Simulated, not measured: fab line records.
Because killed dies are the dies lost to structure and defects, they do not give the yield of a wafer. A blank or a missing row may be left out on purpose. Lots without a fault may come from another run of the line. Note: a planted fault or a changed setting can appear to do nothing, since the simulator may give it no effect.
Lot-split experiment :: flow n5_finfet :: 7 lots, 21 wafers read, on a route of 1938 steps

## ON THE SPLIT
At N5_BEOL_M15_EXPOSE_07 (exposes mask V14), the setting dose_mj was moved away from the recipe's 41.25 on 10 of the 21 wafers read, by -6.4% to +3.6%. All remaining wafers had this setting at the recipe value.

## FROM THE SPLIT TO THE READING: what the file shows between them, 6 steps
- N5_BEOL_M15_PEB_08: peb time 90 s
- N5_BEOL_M15_DEVELOP_09: develop time 45 s
- N5_BEOL_M15_HARDBAKE_14: time 120 s
- N5_BEOL_M15_CD_MEAS_10: target cd 360 nm
- N5_BEOL_M15_STRIP_65: strips in post etch residue remover, time 60 s
- N5_BEOL_M15_SRD_66: time 30 s, dry time 30 s

## THE READING
cd_nm (nm) at N5_BEOL_M15_CD_MEAS_17, where the cd target is 360 nm. On this fab line, fault-free wafers typically give 361.4 nm with a standard deviation of 2.9 nm.

wafer: L082.2
tool, chamber at the split: krf_scanner-02, 0
dose_mj as run: 41.25
against the recipe: recipe
cd_nm, nm: 362.8
against lot-mates on the recipe: -

wafer: L082.3
tool, chamber at the split: krf_scanner-02, 0
dose_mj as run: 42.75
against the recipe: +3.6%
cd_nm, nm: 364.8
against lot-mates on the recipe: +2.0

wafer: L082.5
tool, chamber at the split: krf_scanner-02, 0
dose_mj as run: 42.75
against the recipe: +3.6%
cd_nm, nm: 369.5
against lot-mates on the recipe: +6.7

wafer: L083.4
tool, chamber at the split: krf_scanner-01, 0
dose_mj as run: 41.25
against the recipe: recipe
cd_nm, nm: 360.7
against lot-mates on the recipe: -

wafer: L083.5
tool, chamber at the split: krf_scanner-01, 0
dose_mj as run: 38.63
against the recipe: -6.4%
cd_nm, nm: 346.6
against lot-mates on the recipe: -14.1

wafer: L083.6
tool, chamber at the split: krf_scanner-01, 0
dose_mj as run: 38.63
against the recipe: -6.4%
cd_nm, nm: 348.2
against lot-mates on the recipe: -12.5

wafer: L084.2
tool, chamber at the split: krf_scanner-01, 0
dose_mj as run: 40.22
against the recipe: -2.5%
cd_nm, nm: 357.8
against lot-mates on the recipe: -6.3

wafer: L084.4
tool, chamber at the split: krf_scanner-01, 0
dose_mj as run: 41.25
against the recipe: recipe
cd_nm, nm: 365.2
against lot-mates on the recipe: -

wafer: L084.5
tool, chamber at the split: krf_scanner-01, 0
dose_mj as run: 41.25
against the recipe: recipe
cd_nm, nm: 363.0
against lot-mates on the recipe: -

wafer: L085.2
tool, chamber at the split: krf_scanner-01, 0
dose_mj as run: 41.25
against the recipe: recipe
cd_nm, nm: 361.9
against lot-mates on the recipe: -

wafer: L085.3
tool, chamber at the split: krf_scanner-01, 0
dose_mj as run: 42.08
against the recipe: +2.0%
cd_nm, nm: 364.9
against lot-mates on the recipe: +3.0

wafer: L085.5
tool, chamber at the split: krf_scanner-01, 0
dose_mj as run: 42.08
against the recipe: +2.0%
cd_nm, nm: 365.2
against lot-mates on the recipe: +3.3

wafer: L088.1
tool, chamber at the split: krf_scanner-02, 0
dose_mj as run: 41.25
against the recipe: recipe
cd_nm, nm: 362.3
against lot-mates on the recipe: -

wafer: L088.2
tool, chamber at the split: krf_scanner-02, 0
dose_mj as run: 41.25
against the recipe: recipe
cd_nm, nm: 361.6
against lot-mates on the recipe: -

wafer: L088.5
tool, chamber at the split: krf_scanner-02, 0
dose_mj as run: 41.25
against the recipe: recipe
cd_nm, nm: 367.2
against lot-mates on the recipe: -

wafer: L093.1
tool, chamber at the split: krf_scanner-01, 0
dose_mj as run: 41.25
against the recipe: recipe
cd_nm, nm: 362.1
against lot-mates on the recipe: -

wafer: L093.3
tool, chamber at the split: krf_scanner-01, 0
dose_mj as run: 39.98
against the recipe: -3.1%
cd_nm, nm: 351.5
against lot-mates on the recipe: -9.9

wafer: L093.4
tool, chamber at the split: krf_scanner-01, 0
dose_mj as run: 41.25
against the recipe: recipe
cd_nm, nm: 360.6
against lot-mates on the recipe: -

wafer: L096.1
tool, chamber at the split: krf_scanner-01, 0
dose_mj as run: 39.46
against the recipe: -4.3%
cd_nm, nm: 355.4
against lot-mates on the recipe: -5.0

wafer: L096.3
tool, chamber at the split: krf_scanner-01, 0
dose_mj as run: 41.25
against the recipe: recipe
cd_nm, nm: 360.4
against lot-mates on the recipe: -

wafer: L096.4
tool, chamber at the split: krf_scanner-01, 0
dose_mj as run: 39.46
against the recipe: -4.3%
cd_nm, nm: 356.4
against lot-mates on the recipe: -4.0

FIT RESULTS
A straight line over all 21 wafers: cd_nm changes by +1.95 nm for each +1% of dose_mj; r = +0.92; the points scatter about the line by 2.4 nm.
The same after taking each lot's own level away (the mean of its wafers on the recipe; 21 wafers): +1.73 nm for each +1%; r = +0.91; scatter 2.2 nm.
The reading moves by 11 nm for the largest change in dose_mj, on that fit.
Across the lots, their own levels run from 360.40 to 364.10 nm, a range of 1.3 times the standard deviation given above.
In other words, the slope is changed by the lot-to-lot level; the two fits disagree.
Check: for one of the wafers moved furthest among these (-6.4%), held out of the fit, the line's prediction against its lot-mates is -10.5 nm. It came out at -14.1 nm against them.

## ADDITIONAL SPLITS CARRIED BY THESE WAFERS
These wafers also went through other splits before the reading. Each is held against what the fit with the lots' levels taken away leaves over:
other split on the same wafers: N5_BEOL_M8_COAT_22 spin_rpm
wafers away from the commonest value: 3
r with cd_nm (lot level and that fit taken away): -0.06

other split on the same wafers: N5_BEOL_M10_ETCH_41 source_w
wafers away from the commonest value: 4
r with cd_nm (lot level and that fit taken away): +0.03

other split on the same wafers: N5_BEOL_M11_COAT_60 spin_rpm
wafers away from the commonest value: 6
r with cd_nm (lot level and that fit taken away): +0.23

other split on the same wafers: N5_BEOL_M11_ETCH_62 time_s
wafers away from the commonest value: 7
r with cd_nm (lot level and that fit taken away): +0.49

other split on the same wafers: N5_BEOL_M13_SPUTTER_43 time_s
wafers away from the commonest value: 4
r with cd_nm (lot level and that fit taken away): +0.28

## THE WHOLE CHAIN: every reading that the file lists as answering this split, in the file's order
step: N5_BEOL_M15_CD_MEAS_10
what it does: target cd 360 nm
reading: cd_nm
change (the file's fit): +1.77 nm for each +1% of the setting
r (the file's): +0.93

step: N5_BEOL_M15_CD_MEAS_17
what it does: target cd 360 nm
reading: cd_nm
change (the file's fit): +1.87 nm for each +1% of the setting
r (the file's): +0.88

## THE FILE'S OWN FIT
cd_nm changes by +1.87 nm for each +1% of dose_mj, r = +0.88.
